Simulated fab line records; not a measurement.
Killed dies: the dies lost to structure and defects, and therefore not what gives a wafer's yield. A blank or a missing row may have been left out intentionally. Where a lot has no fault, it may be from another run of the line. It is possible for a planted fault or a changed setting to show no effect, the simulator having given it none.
fab line records :: flow nand-harc
[record]
  lots = 6
  wafers = 18
  last-day = 34
route steps=1302 shown A_SOURCE_PLATE@418 A_ONON_D1@424
lots that met no fault: from a run of the same line without faults
start-h: hours from the record's first day to the start of the lot's first wafer shown :: wait-h: how many hours have passed since the lot's step before this one :: " unchanged from the row above :: L1.1+2: one row covering several wafers at once :: - no value, or no start given :: * or withheld: withheld :: < > ~ a bound
route shown NAME@n: names a module that has steps shown in the file, with the first one's number in the route :: usual: mean and standard deviation over wafers with no fault :: same: alike in all rows :: chamber/n: place in a boat :: sites: each site's reading :: _std_site: the standard deviation of these :: _edge_site: mean of outer sites minus mean of inner sites :: radius-mm: how far each site lies from the wafer's centre :: mask NAME#n: copy n :: behind: the most recent tool/chamber to have shaped the wafer :: hold: why the lot was held/for how many hours/how that ended :: device: which transistor (n, p or np) failed to switch :: end of line: the tests these same wafers got at the end of their route :: step lacking rows: just its recipe :: killed: dies that structure and defects cost at the first sort, which is not the same as the wafer's yield :: map: dies across one wafer; x = killed, . = not, _ = none there
set.NAME: the setting the step ran with; set.NAME@STEP: the setting that earlier step ran with :: model.NAME: the simulator's own value behind a step, which no gauge read
lots at some steps of the route; a table a step, a row a wafer
services: a tool's chamber out of use, with start hour (start-h, from the record's first day; less than 0 if before it), hours out, and reason
[[steps]]
[step NHARC_A_SOURCE_PLATE_CVD_03]
[recipe]
  target-thk-a = 2000
  temp-c = 620
  pressure-mtorr = 200
  time-s = 4000
  material = poly-Si
[step NHARC_A_SOURCE_PLATE_ANNEAL_05]
[recipe]
  temp-c = 850
  time-s = 1800
[step NHARC_A_SOURCE_PLATE_THK_MEAS_06]
[recipe]
  thk-meas-gauge = ellipsometry
[usual]
  thk-nm = 200.6/2.4
lot.wafer: L947.1
tool: film-metro-01
chamber: -
start-h: 186.45
wait-h: 0.4
thk-nm: 197.1

lot.wafer: L947.3
tool: film-metro-01
chamber: -
start-h: 186.45
wait-h: 0.4
thk-nm: 197.7

lot.wafer: L947.4
tool: film-metro-01
chamber: -
start-h: 186.45
wait-h: 0.4
thk-nm: 198.0

lot.wafer: L949.2
tool: film-metro-02
chamber: -
start-h: 213.77
wait-h: 0.4
thk-nm: 203.4

lot.wafer: L949.3
tool: film-metro-02
chamber: -
start-h: 213.77
wait-h: 0.4
thk-nm: 203.7

lot.wafer: L949.4
tool: film-metro-02
chamber: -
start-h: 213.77
wait-h: 0.4
thk-nm: 203.2

lot.wafer: L955.4
tool: film-metro-01
chamber: -
start-h: 273.58
wait-h: 0.4
thk-nm: 199.5

lot.wafer: L955.5
tool: film-metro-01
chamber: -
start-h: 273.58
wait-h: 0.4
thk-nm: 197.7

lot.wafer: L955.6
tool: film-metro-01
chamber: -
start-h: 273.58
wait-h: 0.4
thk-nm: 197.5

lot.wafer: L964.2
tool: film-metro-01
chamber: -
start-h: 375.56
wait-h: 0.4
thk-nm: 200.3

lot.wafer: L964.5
tool: film-metro-01
chamber: -
start-h: 375.56
wait-h: 0.4
thk-nm: 201.2

lot.wafer: L964.6
tool: film-metro-01
chamber: -
start-h: 375.56
wait-h: 0.4
thk-nm: 202.0

lot.wafer: L965.4
tool: film-metro-01
chamber: -
start-h: 380.16
wait-h: 0.4
thk-nm: 200.6

lot.wafer: L965.5
tool: film-metro-01
chamber: -
start-h: 380.16
wait-h: 0.4
thk-nm: 201.4

lot.wafer: L965.6
tool: film-metro-01
chamber: -
start-h: 380.16
wait-h: 0.4
thk-nm: 200.7

lot.wafer: L967.2
tool: film-metro-01
chamber: -
start-h: 401.45
wait-h: 0.4
thk-nm: 196.6

lot.wafer: L967.3
tool: film-metro-01
chamber: -
start-h: 401.45
wait-h: 0.4
thk-nm: 195.2

lot.wafer: L967.4
tool: film-metro-01
chamber: -
start-h: 401.45
wait-h: 0.4
thk-nm: 197.9
[step NHARC_A_SOURCE_PLATE_INSPECT_08]
[usual]
  raw-defect-count = 64/28
lot.wafer: L947.1
tool: defect-inspect-01
chamber: -
start-h: 186.52
wait-h: 0.0
raw-defect-count: 56

lot.wafer: L947.3
tool: defect-inspect-01
chamber: -
start-h: 186.52
wait-h: 0.0
raw-defect-count: 38

lot.wafer: L947.4
tool: defect-inspect-01
chamber: -
start-h: 186.52
wait-h: 0.0
raw-defect-count: 70

lot.wafer: L949.2
tool: defect-inspect-01
chamber: -
start-h: 213.88
wait-h: 0.0
raw-defect-count: 33

lot.wafer: L949.3
tool: defect-inspect-01
chamber: -
start-h: 213.88
wait-h: 0.0
raw-defect-count: 40

lot.wafer: L949.4
tool: defect-inspect-01
chamber: -
start-h: 213.88
wait-h: 0.0
raw-defect-count: 25

lot.wafer: L955.4
tool: defect-inspect-01
chamber: -
start-h: 273.69
wait-h: 0.0
raw-defect-count: 41

lot.wafer: L955.5
tool: defect-inspect-01
chamber: -
start-h: 273.69
wait-h: 0.0
raw-defect-count: 24

lot.wafer: L955.6
tool: defect-inspect-01
chamber: -
start-h: 273.69
wait-h: 0.0
raw-defect-count: 46

lot.wafer: L964.2
tool: defect-inspect-02
chamber: -
start-h: 375.62
wait-h: 0.0
raw-defect-count: 30

lot.wafer: L964.5
tool: defect-inspect-02
chamber: -
start-h: 375.62
wait-h: 0.0
raw-defect-count: 49

lot.wafer: L964.6
tool: defect-inspect-02
chamber: -
start-h: 375.62
wait-h: 0.0
raw-defect-count: 44

lot.wafer: L965.4
tool: defect-inspect-02
chamber: -
start-h: 380.48
wait-h: 0.3
raw-defect-count: 44

lot.wafer: L965.5
tool: defect-inspect-02
chamber: -
start-h: 380.48
wait-h: 0.3
raw-defect-count: 40

lot.wafer: L965.6
tool: defect-inspect-02
chamber: -
start-h: 380.48
wait-h: 0.3
raw-defect-count: 54

lot.wafer: L967.2
tool: defect-inspect-02
chamber: -
start-h: 401.52
wait-h: 0.0
raw-defect-count: 111

lot.wafer: L967.3
tool: defect-inspect-02
chamber: -
start-h: 401.52
wait-h: 0.0
raw-defect-count: 93

lot.wafer: L967.4
tool: defect-inspect-02
chamber: -
start-h: 401.52
wait-h: 0.0
raw-defect-count: 119
[step NHARC_A_ONON_D1_DEP_00]
[recipe]
  target-thk-a = 10000
  n2-flow-sccm = 2750
  n2o-flow-sccm = 2000
  nh3-flow-sccm = 500
  sih4-flow-sccm = 210
  temp-c = 400
[step NHARC_A_ONON_D1_THK_MEAS_02]
[recipe]
  thk-meas-gauge = ellipsometry
[usual]
  thk-nm = 1003/11
lot.wafer: L947.1
tool: film-metro-02
chamber: -
start-h: 187.10
wait-h: -
thk-nm: 990

lot.wafer: L947.3
tool: film-metro-02
chamber: -
start-h: 187.10
wait-h: -
thk-nm: 991

lot.wafer: L947.4
tool: film-metro-02
chamber: -
start-h: 187.10
wait-h: -
thk-nm: 992

lot.wafer: L949.2
tool: film-metro-01
chamber: -
start-h: 214.45
wait-h: -
thk-nm: 1003

lot.wafer: L949.3
tool: film-metro-01
chamber: -
start-h: 214.45
wait-h: -
thk-nm: 1003

lot.wafer: L949.4
tool: film-metro-01
chamber: -
start-h: 214.45
wait-h: -
thk-nm: 1003

lot.wafer: L955.4
tool: film-metro-01
chamber: -
start-h: 274.28
wait-h: -
thk-nm: 1005

lot.wafer: L955.5
tool: film-metro-01
chamber: -
start-h: 274.28
wait-h: -
thk-nm: 1006

lot.wafer: L955.6
tool: film-metro-01
chamber: -
start-h: 274.28
wait-h: -
thk-nm: 1008

lot.wafer: L964.2
tool: film-metro-01
chamber: -
start-h: 376.20
wait-h: -
thk-nm: 1004

lot.wafer: L964.5
tool: film-metro-01
chamber: -
start-h: 376.20
wait-h: -
thk-nm: 1006

lot.wafer: L964.6
tool: film-metro-01
chamber: -
start-h: 376.20
wait-h: -
thk-nm: 1006

lot.wafer: L965.4
tool: film-metro-01
chamber: -
start-h: 381.05
wait-h: -
thk-nm: 992

lot.wafer: L965.5
tool: film-metro-01
chamber: -
start-h: 381.05
wait-h: -
thk-nm: 991

lot.wafer: L965.6
tool: film-metro-01
chamber: -
start-h: 381.05
wait-h: -
thk-nm: 989

lot.wafer: L967.2
tool: film-metro-01
chamber: -
start-h: 402.10
wait-h: -
thk-nm: 1007

lot.wafer: L967.3
tool: film-metro-01
chamber: -
start-h: 402.10
wait-h: -
thk-nm: 1006

lot.wafer: L967.4
tool: film-metro-01
chamber: -
start-h: 402.10
wait-h: -
thk-nm: 1007
[step NHARC_A_ONON_D1_DEP_03]
[recipe]
  target-thk-a = 10000
  n2-flow-sccm = 2750
  n2o-flow-sccm = 2000
  nh3-flow-sccm = 500
  sih4-flow-sccm = 210
  temp-c = 400
[step NHARC_A_ONON_D1_THK_MEAS_05]
[recipe]
  thk-meas-gauge = ellipsometry
[usual]
  thk-nm = 1002/9.8
lot.wafer: L947.1
tool: film-metro-02
chamber: -
start-h: 187.67
wait-h: -
thk-nm: 987

lot.wafer: L947.3
tool: film-metro-02
chamber: -
start-h: 187.67
wait-h: -
thk-nm: 988

lot.wafer: L947.4
tool: film-metro-02
chamber: -
start-h: 187.67
wait-h: -
thk-nm: 988

lot.wafer: L949.2
tool: film-metro-01
chamber: -
start-h: 215.02
wait-h: -
thk-nm: 989

lot.wafer: L949.3
tool: film-metro-01
chamber: -
start-h: 215.02
wait-h: -
thk-nm: 990

lot.wafer: L949.4
tool: film-metro-01
chamber: -
start-h: 215.02
wait-h: -
thk-nm: 991

lot.wafer: L955.4
tool: film-metro-02
chamber: -
start-h: 274.85
wait-h: -
thk-nm: 996

lot.wafer: L955.5
tool: film-metro-02
chamber: -
start-h: 274.85
wait-h: -
thk-nm: 994

lot.wafer: L955.6
tool: film-metro-02
chamber: -
start-h: 274.85
wait-h: -
thk-nm: 994

lot.wafer: L964.2
tool: film-metro-01
chamber: -
start-h: 376.77
wait-h: -
thk-nm: 1008

lot.wafer: L964.5
tool: film-metro-01
chamber: -
start-h: 376.77
wait-h: -
thk-nm: 1008

lot.wafer: L964.6
tool: film-metro-01
chamber: -
start-h: 376.77
wait-h: -
thk-nm: 1010

lot.wafer: L965.4
tool: film-metro-01
chamber: -
start-h: 381.61
wait-h: -
thk-nm: 1019

lot.wafer: L965.5
tool: film-metro-01
chamber: -
start-h: 381.61
wait-h: -
thk-nm: 1019

lot.wafer: L965.6
tool: film-metro-01
chamber: -
start-h: 381.61
wait-h: -
thk-nm: 1019

lot.wafer: L967.2
tool: film-metro-01
chamber: -
start-h: 402.69
wait-h: -
thk-nm: 1003

lot.wafer: L967.3
tool: film-metro-01
chamber: -
start-h: 402.69
wait-h: -
thk-nm: 1001

lot.wafer: L967.4
tool: film-metro-01
chamber: -
start-h: 402.69
wait-h: -
thk-nm: 1001
[step NHARC_A_ONON_D1_DEP_06]
[recipe]
  target-thk-a = 10000
  n2-flow-sccm = 2750
  n2o-flow-sccm = 2000
  nh3-flow-sccm = 500
  sih4-flow-sccm = 210
  temp-c = 400
[step NHARC_A_ONON_D1_THK_MEAS_08]
[recipe]
  thk-meas-gauge = ellipsometry
[usual]
  thk-nm = 1001/8.4
lot.wafer: L947.1
tool: film-metro-01
chamber: -
start-h: 188.24
wait-h: -
thk-nm: 994

lot.wafer: L947.3
tool: film-metro-01
chamber: -
start-h: 188.24
wait-h: -
thk-nm: 993

lot.wafer: L947.4
tool: film-metro-01
chamber: -
start-h: 188.24
wait-h: -
thk-nm: 994

lot.wafer: L949.2
tool: film-metro-02
chamber: -
start-h: 215.59
wait-h: -
thk-nm: 1004

lot.wafer: L949.3
tool: film-metro-02
chamber: -
start-h: 215.59
wait-h: -
thk-nm: 1005

lot.wafer: L949.4
tool: film-metro-02
chamber: -
start-h: 215.59
wait-h: -
thk-nm: 1002

lot.wafer: L955.4
tool: film-metro-01
chamber: -
start-h: 275.42
wait-h: -
thk-nm: 1011

lot.wafer: L955.5
tool: film-metro-01
chamber: -
start-h: 275.42
wait-h: -
thk-nm: 1011

lot.wafer: L955.6
tool: film-metro-01
chamber: -
start-h: 275.42
wait-h: -
thk-nm: 1014

lot.wafer: L964.2
tool: film-metro-01
chamber: -
start-h: 377.33
wait-h: -
thk-nm: 994

lot.wafer: L964.5
tool: film-metro-01
chamber: -
start-h: 377.33
wait-h: -
thk-nm: 994

lot.wafer: L964.6
tool: film-metro-01
chamber: -
start-h: 377.33
wait-h: -
thk-nm: 993

lot.wafer: L965.4
tool: film-metro-01
chamber: -
start-h: 382.18
wait-h: -
thk-nm: 996

lot.wafer: L965.5
tool: film-metro-01
chamber: -
start-h: 382.18
wait-h: -
thk-nm: 995

lot.wafer: L965.6
tool: film-metro-01
chamber: -
start-h: 382.18
wait-h: -
thk-nm: 995

lot.wafer: L967.2
tool: film-metro-02
chamber: -
start-h: 403.28
wait-h: -
thk-nm: 1003

lot.wafer: L967.3
tool: film-metro-02
chamber: -
start-h: 403.28
wait-h: -
thk-nm: 1004

lot.wafer: L967.4
tool: film-metro-02
chamber: -
start-h: 403.28
wait-h: -
thk-nm: 1002
[step NHARC_A_ONON_D1_DEP_09]
[recipe]
  target-thk-a = 10000
  n2-flow-sccm = 2750
  n2o-flow-sccm = 2000
  nh3-flow-sccm = 500
  sih4-flow-sccm = 210
  temp-c = 400
[usual]
  sih4-flow-sccm = 210.0/0.6
lot.wafer: L947.1
tool: pecvd-onon-04
chamber: 0
start-h: 188.29
wait-h: 0.1
sih4-flow-sccm: 210.3

lot.wafer: L947.3
tool: pecvd-onon-04
chamber: 0
start-h: 188.29
wait-h: 0.1
sih4-flow-sccm: 210.0

lot.wafer: L947.4
tool: pecvd-onon-04
chamber: 0
start-h: 188.29
wait-h: 0.1
sih4-flow-sccm: 209.6

lot.wafer: L949.2
tool: pecvd-onon-01
chamber: 0
start-h: 215.71
wait-h: 0.1
sih4-flow-sccm: 210.0

lot.wafer: L949.3
tool: pecvd-onon-01
chamber: 0
start-h: 215.71
wait-h: 0.1
sih4-flow-sccm: 210.4

lot.wafer: L949.4
tool: pecvd-onon-01
chamber: 0
start-h: 215.71
wait-h: 0.1
sih4-flow-sccm: 209.3

lot.wafer: L955.4
tool: pecvd-onon-03
chamber: 0
start-h: 275.64
wait-h: 0.2
sih4-flow-sccm: 210.5

lot.wafer: L955.5
tool: pecvd-onon-03
chamber: 0
start-h: 275.64
wait-h: 0.2
sih4-flow-sccm: 210.5

lot.wafer: L955.6
tool: pecvd-onon-03
chamber: 0
start-h: 275.64
wait-h: 0.2
sih4-flow-sccm: 210.6

lot.wafer: L964.2
tool: pecvd-onon-03
chamber: 0
start-h: 377.44
wait-h: 0.1
sih4-flow-sccm: 209.8

lot.wafer: L964.5
tool: pecvd-onon-03
chamber: 0
start-h: 377.44
wait-h: 0.1
sih4-flow-sccm: 209.3

lot.wafer: L964.6
tool: pecvd-onon-03
chamber: 0
start-h: 377.44
wait-h: 0.1
sih4-flow-sccm: 209.7

lot.wafer: L965.4
tool: pecvd-onon-03
chamber: 0
start-h: 382.41
wait-h: 0.2
sih4-flow-sccm: 210.7

lot.wafer: L965.5
tool: pecvd-onon-03
chamber: 0
start-h: 382.41
wait-h: 0.2
sih4-flow-sccm: 210.9

lot.wafer: L965.6
tool: pecvd-onon-03
chamber: 0
start-h: 382.41
wait-h: 0.2
sih4-flow-sccm: 209.5

lot.wafer: L967.2
tool: pecvd-onon-04
chamber: 0
start-h: 403.40
wait-h: 0.1
sih4-flow-sccm: 209.8

lot.wafer: L967.3
tool: pecvd-onon-04
chamber: 0
start-h: 403.40
wait-h: 0.1
sih4-flow-sccm: 209.6

lot.wafer: L967.4
tool: pecvd-onon-04
chamber: 0
start-h: 403.40
wait-h: 0.1
sih4-flow-sccm: 210.6
[step NHARC_A_ONON_D1_THK_MEAS_11]
[recipe]
  thk-meas-gauge = ellipsometry
[usual]
  thk-nm = 1001/10
lot.wafer: L947.1
tool: film-metro-01
chamber: -
start-h: 188.80
wait-h: -
thk-nm: 990

lot.wafer: L947.3
tool: film-metro-01
chamber: -
start-h: 188.80
wait-h: -
thk-nm: 991

lot.wafer: L947.4
tool: film-metro-01
chamber: -
start-h: 188.80
wait-h: -
thk-nm: 991

lot.wafer: L949.2
tool: film-metro-01
chamber: -
start-h: 216.16
wait-h: -
thk-nm: 1002

lot.wafer: L949.3
tool: film-metro-01
chamber: -
start-h: 216.16
wait-h: -
thk-nm: 1003

lot.wafer: L949.4
tool: film-metro-01
chamber: -
start-h: 216.16
wait-h: -
thk-nm: 1001

lot.wafer: L955.4
tool: film-metro-02
chamber: -
start-h: 275.98
wait-h: -
thk-nm: 983

lot.wafer: L955.5
tool: film-metro-02
chamber: -
start-h: 275.98
wait-h: -
thk-nm: 982

lot.wafer: L955.6
tool: film-metro-02
chamber: -
start-h: 275.98
wait-h: -
thk-nm: 985

lot.wafer: L964.2
tool: film-metro-01
chamber: -
start-h: 377.90
wait-h: -
thk-nm: 1113

lot.wafer: L964.5
tool: film-metro-01
chamber: -
start-h: 377.90
wait-h: -
thk-nm: 1009

lot.wafer: L964.6
tool: film-metro-01
chamber: -
start-h: 377.90
wait-h: -
thk-nm: 1115

lot.wafer: L965.4
tool: film-metro-01
chamber: -
start-h: 382.75
wait-h: -
thk-nm: 1005

lot.wafer: L965.5
tool: film-metro-01
chamber: -
start-h: 382.75
wait-h: -
thk-nm: 1007

lot.wafer: L965.6
tool: film-metro-01
chamber: -
start-h: 382.75
wait-h: -
thk-nm: 1108

lot.wafer: L967.2
tool: film-metro-02
chamber: -
start-h: 403.85
wait-h: -
thk-nm: 1013

lot.wafer: L967.3
tool: film-metro-02
chamber: -
start-h: 403.85
wait-h: -
thk-nm: 1015

lot.wafer: L967.4
tool: film-metro-02
chamber: -
start-h: 403.85
wait-h: -
thk-nm: 1015
[step NHARC_A_ONON_D1_DEP_12]
[recipe]
  target-thk-a = 10000
  n2-flow-sccm = 2750
  n2o-flow-sccm = 2000
  nh3-flow-sccm = 500
  sih4-flow-sccm = 210
  temp-c = 400
[[services]]
tool: pecvd-onon-03
chamber: -
start-h: 227.00
hours: 13.0
kind: pm

tool: pecvd-onon-01
chamber: -
start-h: 251.35
hours: 5.3
kind: repair

tool: pecvd-onon-01
chamber: -
start-h: 269.29
hours: 13.0
kind: pm

tool: pecvd-onon-04
chamber: -
start-h: 311.42
hours: 13.0
kind: pm

tool: pecvd-onon-03
chamber: -
start-h: 366.01
hours: 6.1
kind: repair

tool: pecvd-onon-04
chamber: -
start-h: 392.86
hours: 0.8
kind: repair
[[key]]
[first-sign]
  step = NHARC_A_ONON_D1_THK_MEAS_11
  reading = thk-nm
  direction = up
  sigmas = 11
  usual = 1001
  struck = 1112
effect none on later readings
met-at NHARC_A_ONON_D1_DEP_09
struck-wafers L964.2,L964.6,L965.6
sort-left-out L964.2,L964.6,L965.6
tester-left-out L964,L965
onset-between 275.64 377.44
[fault]
  kind = process-parameter-drift
  tool = pecvd-onon-03
  chamber = -
  onset-h = 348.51
  steps = NHARC_A_ONON_D1_DEP_09
  channel = target-thk-a
  offset = *
  shape = step
  end-h = 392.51
  scope = struck-wafers-only
  acts-in = *
  stated = *
// tester-left-out: of these lots the tester's yield and bins aren't shown, on N5 and GAA mostly nor the transistor test; their killed dies are dies lost to structure and defects alone, not to doping, threshold or leakage, so they don't give the yield
// sort-left-out: the simulated sort isn't trusted on such a fault, so these wafers' sort isn't shown, and their yield isn't known
